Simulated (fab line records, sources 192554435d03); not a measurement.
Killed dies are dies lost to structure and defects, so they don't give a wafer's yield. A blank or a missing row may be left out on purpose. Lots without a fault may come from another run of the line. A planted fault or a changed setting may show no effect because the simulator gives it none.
Chamber matching | flow n5_finfet | N5_BEOL_M11_PECVD_70 on pecvd-03: 3 sister chambers
The step deposits SiO2 from TEOS/O2, target thk 20 nm, time 22.7 s. 6 wafers are shown with their chamber, then 10 later ones without.

WAFERS WITH THEIR CHAMBER
wafer  | chamber | showerhead_plenum_p_Torr (Torr) | throttle_valve_pct (%)
L082.6 | 2       | 8.78                            | 21.5
L085.2 | 0       | 8.88                            | 22.0
L085.4 | 2       | 8.77                            | 21.6
L085.6 | 1       | 8.69                            | 22.2
L090.2 | 1       | 8.74                            | 22.2
L090.3 | 0       | 8.83                            | 21.9

WAFERS WITHOUT THEIR CHAMBER
wafer  | showerhead_plenum_p_Torr (Torr) | throttle_valve_pct (%)
L090.4 | 8.76                            | 21.6
L089.1 | 8.87                            | 21.9
L089.3 | 8.72                            | 22.2
L089.5 | 8.89                            | 21.8
L093.1 | 8.74                            | 21.5
L093.3 | 8.72                            | 22.3
L093.5 | 8.74                            | 21.3
L096.1 | 8.87                            | 22.2
L096.3 | 8.74                            | 22.2
L096.5 | 8.88                            | 21.9

WHICH CHAMBER EACH WENT THROUGH
wafer  | from the rows above     | in truth
L090.4 | 2                       | 2
L089.1 | 0                       | 0
L089.3 | 1                       | 1
L089.5 | 0                       | 0
L093.1 | 2                       | 2
L093.3 | 1                       | 1
L093.5 | 2                       | 2
L096.1 | can't be placed: 0 or 1 | 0
L096.3 | 1                       | 1
L096.5 | 0                       | 0
Placed correctly: 9 of 10. Can't be placed from these rows: 1 (the true chamber is among the candidates in 1). Placed wrongly: 0.
How it was worked out, from the rows above alone: a wafer's distance from a chamber is the root of the sum, over the readings, of the square of ((its reading less the chamber's mean) divided by the reading's scatter). The wafer belongs to the nearest chamber; if the next one is less than 2 further off, it can't be placed. A chamber's mean is the mean of its shown wafers. The scatter: the root of (the sum of the squares of (reading less its chamber's mean) over the shown wafers, divided by (wafers less chambers)).
